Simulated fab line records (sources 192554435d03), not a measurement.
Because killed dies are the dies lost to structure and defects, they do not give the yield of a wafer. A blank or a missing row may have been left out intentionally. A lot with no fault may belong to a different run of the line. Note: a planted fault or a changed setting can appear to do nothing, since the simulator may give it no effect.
Split-lot trial || flow n5Finfet || 7 lots, 21 wafers read, on a route of 1938 steps

SPLIT DETAILS
At N5_BEOL_M4_ILD_DEP_00 (deposits SiOC from DEMS/O2, target thk 79 nm, time 15.3 s), the setting timeS was moved away from the recipe's 15.3 s on 6 of the 21 wafers read, by -12.7% to +13.1%. This setting was run at the recipe's value on the other wafers.

No step appears in the file between the split and the reading.

THE READING
M4_ILD_THK (nm), taken at N5_BEOL_M4_THK_MEAS_01. A value of 78.7 nm with a standard deviation of 1 nm is what fault-free wafers of this fab line usually give.

{"wafer": "L085.1", "tool, chamber at the split": "pecvd-02, 2", "timeS as run, s": 17.3, "against the recipe": "+13.1%", "M4_ILD_THK, nm": 88.0, "against lot-mates on the recipe": "no lot-mate on the recipe"}
{"wafer": "L085.2", "tool, chamber at the split": "pecvd-02, 1", "timeS as run, s": 17.3, "against the recipe": "+13.1%", "M4_ILD_THK, nm": 88.2, "against lot-mates on the recipe": "no lot-mate on the recipe"}
{"wafer": "L085.3", "tool, chamber at the split": "pecvd-02, 0", "timeS as run, s": 17.3, "against the recipe": "+13.1%", "M4_ILD_THK, nm": 87.9, "against lot-mates on the recipe": "no lot-mate on the recipe"}
{"wafer": "L086.1", "tool, chamber at the split": "pecvd-04, 0", "timeS as run, s": 15.3, "against the recipe": "recipe", "M4_ILD_THK, nm": 76.3, "against lot-mates on the recipe": "-"}
{"wafer": "L086.2", "tool, chamber at the split": "pecvd-04, 1", "timeS as run, s": 15.3, "against the recipe": "recipe", "M4_ILD_THK, nm": 76.0, "against lot-mates on the recipe": "-"}
{"wafer": "L086.4", "tool, chamber at the split": "pecvd-04, 1", "timeS as run, s": 15.3, "against the recipe": "recipe", "M4_ILD_THK, nm": 77.6, "against lot-mates on the recipe": "-"}
{"wafer": "L088.3", "tool, chamber at the split": "pecvd-04, 1", "timeS as run, s": 15.3, "against the recipe": "recipe", "M4_ILD_THK, nm": 78.6, "against lot-mates on the recipe": "-"}
{"wafer": "L088.4", "tool, chamber at the split": "pecvd-04, 2", "timeS as run, s": 15.3, "against the recipe": "recipe", "M4_ILD_THK, nm": 81.7, "against lot-mates on the recipe": "-"}
{"wafer": "L088.6", "tool, chamber at the split": "pecvd-04, 0", "timeS as run, s": 13.41, "against the recipe": "-12.4%", "M4_ILD_THK, nm": 70.1, "against lot-mates on the recipe": -10.1}
{"wafer": "L089.1", "tool, chamber at the split": "pecvd-04, 2", "timeS as run, s": 15.3, "against the recipe": "recipe", "M4_ILD_THK, nm": 78.6, "against lot-mates on the recipe": "-"}
{"wafer": "L089.4", "tool, chamber at the split": "pecvd-04, 0", "timeS as run, s": 15.3, "against the recipe": "recipe", "M4_ILD_THK, nm": 78.6, "against lot-mates on the recipe": "-"}
{"wafer": "L089.6", "tool, chamber at the split": "pecvd-04, 1", "timeS as run, s": 15.3, "against the recipe": "recipe", "M4_ILD_THK, nm": 78.9, "against lot-mates on the recipe": "-"}
{"wafer": "L091.2", "tool, chamber at the split": "pecvd-02, 0", "timeS as run, s": 16.18, "against the recipe": "+5.8%", "M4_ILD_THK, nm": 81.8, "against lot-mates on the recipe": "+2.3"}
{"wafer": "L091.3", "tool, chamber at the split": "pecvd-02, 2", "timeS as run, s": 15.3, "against the recipe": "recipe", "M4_ILD_THK, nm": 78.0, "against lot-mates on the recipe": "-"}
{"wafer": "L091.5", "tool, chamber at the split": "pecvd-02, 1", "timeS as run, s": 15.3, "against the recipe": "recipe", "M4_ILD_THK, nm": 80.9, "against lot-mates on the recipe": "-"}
{"wafer": "L090.1", "tool, chamber at the split": "pecvd-04, 2", "timeS as run, s": 15.3, "against the recipe": "recipe", "M4_ILD_THK, nm": 80.1, "against lot-mates on the recipe": "-"}
{"wafer": "L090.4", "tool, chamber at the split": "pecvd-04, 1", "timeS as run, s": 13.35, "against the recipe": "-12.7%", "M4_ILD_THK, nm": 70.3, "against lot-mates on the recipe": -9.3}
{"wafer": "L090.6", "tool, chamber at the split": "pecvd-04, 0", "timeS as run, s": 15.3, "against the recipe": "recipe", "M4_ILD_THK, nm": 79.1, "against lot-mates on the recipe": "-"}
{"wafer": "L096.4", "tool, chamber at the split": "pecvd-04, 1", "timeS as run, s": 15.3, "against the recipe": "recipe", "M4_ILD_THK, nm": 78.3, "against lot-mates on the recipe": "-"}
{"wafer": "L096.5", "tool, chamber at the split": "pecvd-04, 0", "timeS as run, s": 15.3, "against the recipe": "recipe", "M4_ILD_THK, nm": 79.0, "against lot-mates on the recipe": "-"}
{"wafer": "L096.6", "tool, chamber at the split": "pecvd-04, 2", "timeS as run, s": 15.3, "against the recipe": "recipe", "M4_ILD_THK, nm": 80.2, "against lot-mates on the recipe": "-"}

FIT RESULTS
A straight line over all 21 wafers: M4_ILD_THK changes by +0.692 nm for each +1% of timeS; r = +0.96; the points scatter about the line by 1.3 nm.
The same after taking each lot's own level away (the mean of its wafers on the recipe; 18 wafers): +0.727 nm for each +1%; r = +0.95; scatter 1 nm.
That fit puts the effect of the largest move of timeS on the reading at 9.5 nm.
From 76.63 to 80.15 nm: that is the span of the lots' own levels, equal to 3.5 times the standard deviation above.
So the lot-to-lot level changes the slope little: the two slopes agree.
Check: for one of the wafers moved furthest among these (-12.7%), held out of the fit, the line's prediction against its lot-mates is -9.54 nm. It came out at -9.3 nm against them.

OTHER SPLITS APPLIED TO THESE WAFERS
Note: prior to the reading, these wafers also went through further splits. Each is held against what the fit with the lots' levels taken away leaves over:
{"other split on the same wafers": "N5_BEOL_M2_COAT_22 spinRpm", "wafers away from the commonest value": 9, "r with M4_ILD_THK (lot level and that fit taken away)": "+0.00"}
{"other split on the same wafers": "N5_BEOL_M3_ILD_DEP_00 timeS", "wafers away from the commonest value": 11, "r with M4_ILD_THK (lot level and that fit taken away)": "+0.43"}
{"other split on the same wafers": "N5_BEOL_M3_ETCH_41 targetDepthA", "wafers away from the commonest value": 4, "r with M4_ILD_THK (lot level and that fit taken away)": -0.39}

THE WHOLE CHAIN: every reading that the file lists as answering this split, in the file's order
{"step": "N5_BEOL_M4_ILD_DEP_00", "what it does": "deposits SiOC from DEMS/O2, target thk 79 nm, time 15.3 s", "reading": "SiOC_of_BEOL_M4_ILD_DEP_00.thkNm (the simulator's own value, which no gauge read)", "change (the file's fit)": "+0.739 nm for each +1% of the setting", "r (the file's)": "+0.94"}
{"step": "N5_BEOL_M4_THK_MEAS_01", "what it does": "", "reading": "M4_ILD_THK", "change (the file's fit)": "+0.736 for each +1% of the setting", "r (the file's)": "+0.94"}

FILE'S OWN FIT
M4_ILD_THK changes by +0.736 nm for each +1% of timeS, r = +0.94.
